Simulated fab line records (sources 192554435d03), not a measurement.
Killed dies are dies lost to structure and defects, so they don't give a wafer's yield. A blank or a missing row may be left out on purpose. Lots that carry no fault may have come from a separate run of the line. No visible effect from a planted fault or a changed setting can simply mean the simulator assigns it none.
A lot that was struck, set against a sound lot | flow n5_finfet | 39 out of 1938 route steps
Sound: the wafers L884.2, L884.3, L884.6. Struck: wafers L892.2, L892.4 (left out: L892.5, a lot-mate that was not struck); the cause follows at the end.
For every step that has rows: the tool of each side, followed by ch and its chambers, followed by its first start. Under that, the readings that differ: sound wafers | struck wafers | difference of the means | sigmas: that difference in standard deviations of wafers without a fault.
alike: a reading whose means differ by less than 2 such deviations, as well as words and numbers matching on both sides. not compared: withheld readings; readings where some wafer has no value; bounds like >300 that might hide an equal value; numbers whose values overlap and for which the record gives no deviation.
The two part at a step that has a row with sigmas, a row that says differs or no value, or rows on one side only. Non-overlapping numbers with no deviation appear without sigmas and do not part them. A reading missing from all wafers of one side parts the sides only when that side holds two or more wafers.

first, 9 steps without rows for these wafers: N5_HKMG_FIN_DESCUM_17 (chemistry O2, time 7.9 s); N5_HKMG_FIN_ETCH_31 (etches SiARC in CF4, target depth 45.5 nm, time 75.8 s); N5_HKMG_FIN_ETCH_32 (etches SOC in N2/H2, target depth 240 nm, time 300 s); N5_HKMG_FIN_STRIP_33 (strips in N2/H2); N5_HKMG_FIN_STRIP_34 (strips in CF4); N5_HKMG_FIN_ETCH_35 (etches SOC in N2/H2, target depth 215.8 nm, time 243.4 s); N5_HKMG_FIN_STRIP_92 (strips SOC in N2/H2, time 20 s); N5_HKMG_FIN_WET_ETCH_18 (etches TiN in SC1, time 55 s, target depth 5.2 nm, rinse time 30 s); N5_HKMG_FIN_STRIP_19 (strips in N2/H2, time 360 s).
N5_HKMG_FIN_ALD_91: deposits TiN, target thk 1 nm, pulse time 1 s, purge time 3 s.
  sound on ald_metal-04 ch 1,3, day 4 20:54; struck on ald_metal-04 ch 2,3, day 6 22:31
  reading    | sound    | struck | difference | sigmas
  ald_cycles | 47 47 47 | 44 44  | -3         |
  alike: heater_power_w, precursor_pulse_height_rel
then, 27 steps without rows for these wafers: N5_HKMG_FIN_COAT_85 (time 60 s, resist thk 300 nm); N5_HKMG_FIN_ETCH_86 (etches SOC in N2/H2, stops on TiN, target depth 393.2 nm); N5_HKMG_FIN_STRIP_89 (strips SOC in N2/H2, time 20 s); N5_HKMG_FIN_WET_ETCH_87 (etches TiN in SC1, time 154.2 s, target depth 4.7 nm, rinse time 30 s); N5_HKMG_FIN_STRIP_88 (strips in N2/H2, time 360 s); N5_HKMG_FIN_NWFM_ALD_20 (deposits TiAlC, target thk 2 nm, pulse time 3 s, purge time 2 s); N5_HKMG_FIN_ALD_71 (deposits TiN, target thk 1 nm, pulse time 1 s, purge time 3 s); N5_HKMG_FIN_COAT_66 (time 60 s, resist thk 300 nm); N5_HKMG_FIN_ETCH_67 (etches SOC in N2/H2, stops on TiN, target depth 388.9 nm); N5_HKMG_FIN_STRIP_90 (strips SOC in N2/H2, time 20 s); N5_HKMG_FIN_WET_ETCH_73 (etches the open film in SC1, time 42.3 s, target depth 1.3 nm, rinse time 30 s); N5_HKMG_FIN_ETCHBACK_68 (etches the open film in Cl2/Ar, stops on HfO2, target depth 0.5 nm); N5_HKMG_FIN_STRIP_69 (strips in N2/H2, time 360 s); N5_HKMG_FIN_ALD_21 (deposits TiN, target thk 1.5 nm, pulse time 1 s, purge time 3 s); N5_HKMG_FIN_ALD_72 (deposits W, target thk 2 nm, pulse time 1 s, purge time 2 s); N5_HKMG_FIN_W_FILL_22 (material W, target thk 60 nm, time 18.2 s); N5_HKMG_FIN_PRECLEAN_83 (cleans in DIW, time 57.5 s); N5_HKMG_FIN_SRD_84 (dry time 32 s); N5_HKMG_FIN_CMP_23 (polishes, stops on SiNx, t overpolish 10 s, target thk 46.326 nm); N5_HKMG_FIN_CMP_94 (polishes, stops on SiNx, t overpolish 4.7 s, target thk 43.299 nm); N5_GATE_CUT_ETCHBACK_00 (etches W in SF6/Cl2); N5_GATE_CUT_ETCH_56 (etches TiN in Cl2/Ar, target depth 21.6 nm); N5_GATE_CUT_ETCHBACK_30 (etches TiN in Cl2/Ar, target depth 3 nm); N5_GATE_CUT_VAPOR_ETCH_60 (etches HfO2 in BCl3/Cl2); N5_GATE_CUT_ETCH_58 (etches SiNx in CH3F/O2, target depth 17 nm, time 128.6 s); N5_GATE_CUT_STRIP_59 (strips in N2/H2, time 20 s); N5_GATE_CUT_PRECLEAN_31 (cleans in DIW, time 300 s).
-- the record jumps here: 5 days lie between the struck wafers' starts before and after (it left off in module GATE_CUT and takes up again in module BEOL_M4, whose first step shown is number 1111 of the route) --
N5_BEOL_M4_RC_MEAS_101:
  sound on prober-01 ch 0, day 8 20:35; struck on prober-02 ch 0, day 11 12:13
  reading             | sound                     | struck            | difference | sigmas
  IOFF_N (nA/um)      | 0.16 0.17 0.17            | 0.43 0.30         | +0.20      | +3
  IOFF_N_LONG (nA/um) | 5.49e-05 5.52e-05 5.7e-05 | 6.66e-05 6.69e-05 | +1.10e-05  | +4
  ION_N (uA/um)       | 680 657 674               | 707 705           | +36        | +2
  VT_N (mV)           | 248 249 253               | 230 238           | -16        | -4
  VT_N_LONG (mV)      | 273.8 276.6 273.4         | 264.8 266.7       | -8.9       | -4
  alike: DIBL_N, DIBL_P, IOFF_P, ION_P, SS_N, SS_P, VT_P
-- record jumps: 4 days separate the struck wafers' starts on either side; left off in module BEOL_M4, taken up again in module PASSIVATION, whose first shown step is the route's number 1936 --
N5_PASSIVATION_PROBE_49:
  the record has rows for the struck wafers here (prober-02, day 15 19:20) and none for the sound ones

== WHERE THEY PART ==
At N5_BEOL_M4_RC_MEAS_101 first; at N5_PASSIVATION_PROBE_49 last (within this record only).

WHY: the cause the simulator had injected
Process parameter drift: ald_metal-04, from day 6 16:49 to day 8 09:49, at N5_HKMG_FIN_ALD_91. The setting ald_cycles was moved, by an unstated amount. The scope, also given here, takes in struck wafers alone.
